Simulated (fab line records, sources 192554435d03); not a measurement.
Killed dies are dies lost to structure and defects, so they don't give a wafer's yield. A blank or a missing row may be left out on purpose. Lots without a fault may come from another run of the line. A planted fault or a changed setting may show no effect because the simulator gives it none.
A struck lot beside a sound one | flow n5_finfet | 16 steps out of a route of 1938
Sound: wafers L103.1, L103.4, L103.6. Struck: wafer L115.2. (L115.4, L115.5 of the same lot were not struck and are left out.) The cause comes at the end.
At each step with rows: each side's tool, then ch and its chambers, then its first start. Under that, the readings that differ: sound wafers | struck wafers | difference of the means | sigmas: that difference in standard deviations of wafers without a fault.
alike: readings whose means differ by less than 2 such deviations, and words and numbers that are the same on both sides. not compared: withheld readings, readings that some wafer has no value for, bounds like >300 that may hide the same value, and numbers for which the record gives no deviation and whose values overlap.
The two part at a step that has a row with sigmas, a row that says differs or no value, or rows on one side only. Numbers that don't overlap but have no deviation are shown without sigmas and don't part them. A reading that every wafer of one side lacks parts them only if that side has two wafers or more.

first, 2 steps without rows for these wafers: N5_HKMG_FIN_PEB_10 (peb time 60 s); N5_HKMG_FIN_DEVELOP_11 (develop time 30 s).
N5_HKMG_FIN_CD_MEAS_12: target cd 92.8 nm.
  sound on cd_sem-02 ch 0, day 5 22:28; struck on cd_sem-03 ch 0, day 8 22:53
  alike: cd_nm
N5_HKMG_FIN_OVL_MEAS_13:
  sound on overlay-01 ch 0, day 5 22:29; struck on overlay-01 ch 0, day 8 22:55
  alike: NWFM_OVL
N5_HKMG_FIN_INSPECT_14: inspects for defects (macro).
  sound on defect_inspect-01, day 5 22:31; struck on defect_inspect-01, day 8 22:56
  alike: raw_defect_count
N5_HKMG_FIN_DESCUM_17: chemistry O2, time 7.9 s.
  sound on rie_diel-02 ch 0,2,3, day 5 23:14; struck on rie_diel-01 ch 0, day 8 22:58
  alike: drypump_motor_current_A, oes_product_au, rf_vpp_V, showerhead_plenum_p_Torr, throttle_valve_pct
  not compared: rf_hours_counter_h
then, 1 step without rows for these wafers: N5_HKMG_FIN_ETCH_31 (etches SiARC in CF4, target depth 45.5 nm, time 75.8 s).
N5_HKMG_FIN_ETCH_32: etches SOC in N2/H2, target depth 240 nm, time 300 s.
  sound on rie_diel-02 ch 0,2,3, day 5 23:20; struck on rie_diel-01 ch 0, day 8 23:04
  alike: bias_w, drypump_motor_current_A, n2_flow_sccm, oes_product_au, rf_vpp_V, showerhead_plenum_p_Torr, temp_c, throttle_valve_pct
  not compared: rf_hours_counter_h
then, 1 step without rows for these wafers: N5_HKMG_FIN_STRIP_33 (strips in N2/H2).
N5_HKMG_FIN_STRIP_34: strips in CF4.
  sound on rie_diel-02 ch 0,2,3, day 5 23:32; struck on rie_diel-01 ch 0, day 8 23:15
  alike: drypump_motor_current_A, oes_product_au, rf_vpp_V, showerhead_plenum_p_Torr, throttle_valve_pct
  not compared: rf_hours_counter_h
N5_HKMG_FIN_ETCH_35: etches SOC in N2/H2, target depth 215.8 nm, time 243.4 s.
  sound on rie_diel-02 ch 0,2,3, day 5 23:33; struck on rie_diel-01 ch 0, day 8 23:16
  alike: bias_w, drypump_motor_current_A, n2_flow_sccm, oes_product_au, rf_vpp_V, showerhead_plenum_p_Torr, throttle_valve_pct
  not compared: rf_hours_counter_h
N5_HKMG_FIN_STRIP_92: strips SOC in N2/H2, time 20 s.
  sound on rie_diel-02 ch 0,2,3, day 5 23:41; struck on rie_diel-01 ch 0, day 8 23:25
  alike: drypump_motor_current_A, n2_flow_sccm, oes_product_au, rf_vpp_V, showerhead_plenum_p_Torr, throttle_valve_pct
  not compared: rf_hours_counter_h
N5_HKMG_FIN_WET_ETCH_18: etches TiN in SC1, time 55 s, target depth 5.2 nm, rinse time 30 s.
  sound on wet_bench-03 ch 5,6,7, day 5 23:47; struck on wet_bench-06 ch 6, day 8 23:30
  not compared: bath_guard_temp_C, temp_c
then, 1 step without rows for these wafers: N5_HKMG_FIN_STRIP_19 (strips in N2/H2, time 360 s).
-- the record jumps here: 4 days lie between the struck wafers' starts before and after (it left off in module HKMG_FIN and takes up again in module BEOL_M4, whose first step shown is number 1111 of the route) --
N5_BEOL_M4_RC_MEAS_101:
  sound on prober-02 ch 0, day 10 00:25; struck on prober-01 ch 0, day 13 04:21
  reading        | sound          | struck | difference | sigmas
  DIBL_N (mV/V)  | 39.7 39.4 38.7 | 34.4   | -4.9       | -3
  DIBL_P (mV/V)  | 41.3 41.2 40.3 | 33.1   | -7.8       | -4
  IOFF_N (nA/um) | 0.23 0.25 0.21 | 0.13   | -0.10      | -3
  IOFF_P (nA/um) | 0.28 0.29 0.26 | 0.18   | -0.10      | -3
  ION_N (uA/um)  | 699 699 696    | 670    | -28        | -2
  SS_N (mV/dec)  | 72.9 72.5 72.3 | 70.5   | -2.1       | -4
  SS_P (mV/dec)  | 74.5 74.0 73.9 | 72.7   | -1.4       | -2
  VT_N (mV)      | 244 242 246    | 256    | +12        | +4
  alike: ION_P, VT_P
-- the record jumps here: 4 days lie between the struck wafers' starts before and after (it left off in module BEOL_M4 and takes up again in module PASSIVATION, whose first step shown is number 1936 of the route) --
N5_PASSIVATION_PROBE_49:
  sound on prober-01, day 14 03:17; struck on prober-02, day 17 01:48
  alike: defect_limited_yield, killed_at_M0_to_M3, killed_at_M4_up, killed_at_contacts, killed_at_front_end, killed_at_other, killed_dies, killed_open, killed_short, sort_bin_4_leakage, sort_bin_5_function, sort_bin_6_memory, sort_n_pass, sort_yield_pct

WHERE THEY PART
Only at N5_BEOL_M4_RC_MEAS_101, within this record. Later steps at which nothing parts them and some readings are alike: N5_PASSIVATION_PROBE_49.

WHY: what the simulator had put in
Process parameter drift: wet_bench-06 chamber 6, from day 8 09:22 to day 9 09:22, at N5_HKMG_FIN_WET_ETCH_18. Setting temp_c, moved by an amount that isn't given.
